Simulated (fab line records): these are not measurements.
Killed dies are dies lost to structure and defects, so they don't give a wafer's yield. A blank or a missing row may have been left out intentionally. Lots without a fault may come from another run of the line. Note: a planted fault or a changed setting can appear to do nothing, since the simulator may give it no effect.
Matching of chambers + flow n5_finfet + N5_FIN_SAQP_MANDREL2_REMOVE_60 on rie_si-01: 4 sister chambers
The step chemistry HBr/Cl2/O2, target a-Si, stops on SiNx, bt time 10 s. 20 wafers are shown with their chamber, then 10 later ones without.

## WAFERS PAIRED WITH THEIR CHAMBERS
| wafer  | chamber | throttle_valve_pct (%) | drypump_motor_current_A (A) | oes_o_777_au (a.u.) |
|--------|---------|------------------------|-----------------------------|---------------------|
| L075.1 | 1       | 36.67                  | 6.3                         | 1.01                |
| L075.2 | 2       | 36.88                  | 5.1                         | 0.92                |
| L075.6 | 3       | 36.47                  | 6.2                         | 0.94                |
| L077.2 | 1       | 36.68                  | 6.3                         | 1.00                |
| L077.5 | 3       | 36.50                  | 6.1                         | 0.96                |
| L077.6 | 2       | 36.89                  | 5.0                         | 0.93                |
| L080.2 | 0       | 36.55                  | 5.6                         | 0.93                |
| L080.5 | 2       | 36.90                  | 5.0                         | 0.92                |
| L080.6 | 1       | 36.68                  | 6.3                         | 1.01                |
| L081.1 | 2       | 36.86                  | 5.0                         | 0.92                |
| L081.4 | 0       | 36.56                  | 5.6                         | 0.94                |
| L081.5 | 2       | 36.88                  | 5.1                         | 0.91                |
| L088.1 | 1       | 36.69                  | 6.3                         | 1.00                |
| L088.5 | 1       | 36.67                  | 6.2                         | 1.00                |
| L088.6 | 0       | 36.55                  | 5.6                         | 0.95                |
| L089.2 | 3       | 36.47                  | 6.2                         | 0.95                |
| L089.5 | 3       | 36.47                  | 6.1                         | 0.95                |
| L089.6 | 2       | 36.88                  | 5.1                         | 0.92                |
| L091.1 | 3       | 36.49                  | 6.2                         | 0.96                |
| L091.2 | 0       | 36.58                  | 5.5                         | 0.95                |

SIGNATURES (means of the wafers above)
| reading                 | chamber 0 | chamber 1 | chamber 2 | chamber 3 | scatter within a chamber |
|-------------------------|-----------|-----------|-----------|-----------|--------------------------|
| throttle_valve_pct      | 36.5600   | 36.6780   | 36.8817   | 36.4800   | 0.0127                   |
| drypump_motor_current_A | 5.575     | 6.280     | 5.050     | 6.160     | 0.0515                   |
| oes_o_777_au            | 0.9425    | 1.0040    | 0.9200    | 0.9520    | 0.0074                   |
Rule: a wafer's distance from a chamber is the root of the sum, over the readings, of the square of ((its reading less the chamber's mean) divided by the reading's scatter). If the next closest chamber is less than 2 further off than the closest, the wafer can't be placed; otherwise it belongs to the closest. How the scatter is found: for the shown wafers, subtract from each reading the mean of its chamber, square and add these, divide the total by (wafers less chambers), then take the root.

## WAFERS WHOSE CHAMBER IS MISSING
| wafer  | throttle_valve_pct (%) | drypump_motor_current_A (A) | oes_o_777_au (a.u.) |
|--------|------------------------|-----------------------------|---------------------|
| L091.3 | 36.90                  | 5.0                         | 0.93                |
| L092.1 | 36.89                  | 5.0                         | 0.93                |
| L092.4 | 36.68                  | 6.3                         | 1.00                |
| L092.6 | 36.47                  | 6.1                         | 0.95                |
| L094.1 | 36.86                  | 5.0                         | 0.91                |
| L094.5 | 36.89                  | 5.0                         | 0.92                |
| L094.6 | 36.47                  | 6.1                         | 0.95                |
| L096.1 | 36.68                  | 6.3                         | 1.01                |
| L096.2 | 36.48                  | 6.1                         | 0.95                |
| L096.4 | 36.89                  | 5.0                         | 0.92                |

## THE CHAMBER EACH PASSED THROUGH
| wafer  | from the rows above | in truth |
|--------|---------------------|----------|
| L091.3 | 2                   | 2        |
| L092.1 | 2                   | 2        |
| L092.4 | 1                   | 1        |
| L092.6 | 3                   | 3        |
| L094.1 | 2                   | 2        |
| L094.5 | 2                   | 2        |
| L094.6 | 3                   | 3        |
| L096.1 | 1                   | 1        |
| L096.2 | 3                   | 3        |
| L096.4 | 2                   | 2        |
Correctly placed: 10 of 10. Not placeable from these rows: 0. Placed wrongly: 0.
